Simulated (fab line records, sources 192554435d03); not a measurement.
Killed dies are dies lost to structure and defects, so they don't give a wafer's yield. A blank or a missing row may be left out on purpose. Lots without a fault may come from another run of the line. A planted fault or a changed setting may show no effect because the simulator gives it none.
One fault seen from 2 desks | flow n5_finfet | each desk has only its own numbers; what lay behind them comes last

THE TOOL OWNER'S DESK: rie_diel-03
The tool's own readings at N5_BEOL_M2_VIA_ETCH_34 (etches the open film in C4F6/O2, target depth 69.4 nm, time 65.9 s): means of the sampled wafers that have a number, for each lot that ran on this tool. A lot is out of limits, marked OUT, if its mean lies more than 4 standard deviations from the usual mean; the brackets give that distance.
Columns: A = O2_flow_sccm at N5_BEOL_M2_VIA_ETCH_34, usual 9.996 sccm; B = drypump_motor_current_A at N5_BEOL_M2_VIA_ETCH_34, usual 5.6 A; C = oes_product_au at N5_BEOL_M2_VIA_ETCH_34, usual 0.79 a.u.; D = rf_vpp_V at N5_BEOL_M2_VIA_ETCH_34, usual 666 V; E = showerhead_plenum_p_Torr at N5_BEOL_M2_VIA_ETCH_34, usual 2.84 Torr; F = throttle_valve_pct at N5_BEOL_M2_VIA_ETCH_34, usual 30.79 %
lot  | first seen here | A      | B   | C    | D   | E    | F
L322 | day 8 07:50     | 9.988  | 5.5 | 0.82 | 667 | 2.80 | 30.77
L324 | day 8 13:38     | 9.967  | 5.4 | 0.82 | 668 | 2.80 | 30.76
L325 | day 9 05:52     | 9.997  | 5.5 | 0.80 | 668 | 2.79 | 30.77
L330 | day 10 09:56    | 10.002 | 6.0 | 0.91 | 669 | 2.90 | 30.78
This desk's finding: nothing out of limits on any of the 4 lots.

THE METROLOGY DESK
What the gauges read, lot by lot, whatever tool the lot ran on: means of the sampled wafers that have a number. A lot is out of limits, marked OUT, if its mean lies more than 4 standard deviations from the usual mean; the brackets give that distance. Of its 11 readings 7 are shown: those that lie furthest out on some lot.
Columns: A = cd_nm at N5_BEOL_M2_CD_MEAS_35, usual 17.9 nm; B = IOFF_N at N5_BEOL_M4_RC_MEAS_101, usual 0.16 nA/um; C = IOFF_P at N5_BEOL_M4_RC_MEAS_101, usual 0.21 nA/um; D = ION_N at N5_BEOL_M4_RC_MEAS_101, usual 675 uA/um; E = SS_N at N5_BEOL_M4_RC_MEAS_101, usual 71.6 mV/dec; F = VT_N at N5_BEOL_M4_RC_MEAS_101, usual 249 mV; G = VT_P at N5_BEOL_M4_RC_MEAS_101, usual -250 mV
lot  | first seen here | A    | B    | C    | D   | E    | F   | G
L316 | day 6 18:39     | 18.4 | 0.15 | 0.19 | 676 | 71.5 | 252 | -253
L320 | day 7 07:41     | 17.8 | 0.17 | 0.24 | 675 | 72.1 | 248 | -246
L322 | day 8 08:15     | 18.1 | 0.17 | 0.23 | 681 | 72.1 | 249 | -251
L324 | day 8 14:02     | 18.0 | 0.14 | 0.19 | 658 | 71.5 | 253 | -251
L325 | day 9 06:16     | 18.0 | 0.13 | 0.19 | 659 | 70.6 | 252 | -254
L330 | day 10 10:20    | 17.9 | 0.19 | 0.29 | 682 | 71.6 | 246 | -243
L334 | day 11 04:01    | 17.7 | 0.23 | 0.23 | 691 | 72.2 | 242 | -250
L335 | day 11 07:04    | 17.3 | 0.16 | 0.23 | 669 | 71.6 | 252 | -247
L336 | day 11 15:36    | 18.0 | 0.14 | 0.18 | 677 | 71.5 | 249 | -252
This desk's finding: nothing out of limits on any of the 9 lots.

PUT TOGETHER
The tool owner's desk saw nothing out of limits.
The metrology desk saw nothing out of limits.

WHAT THE SIMULATOR HAD PUT IN
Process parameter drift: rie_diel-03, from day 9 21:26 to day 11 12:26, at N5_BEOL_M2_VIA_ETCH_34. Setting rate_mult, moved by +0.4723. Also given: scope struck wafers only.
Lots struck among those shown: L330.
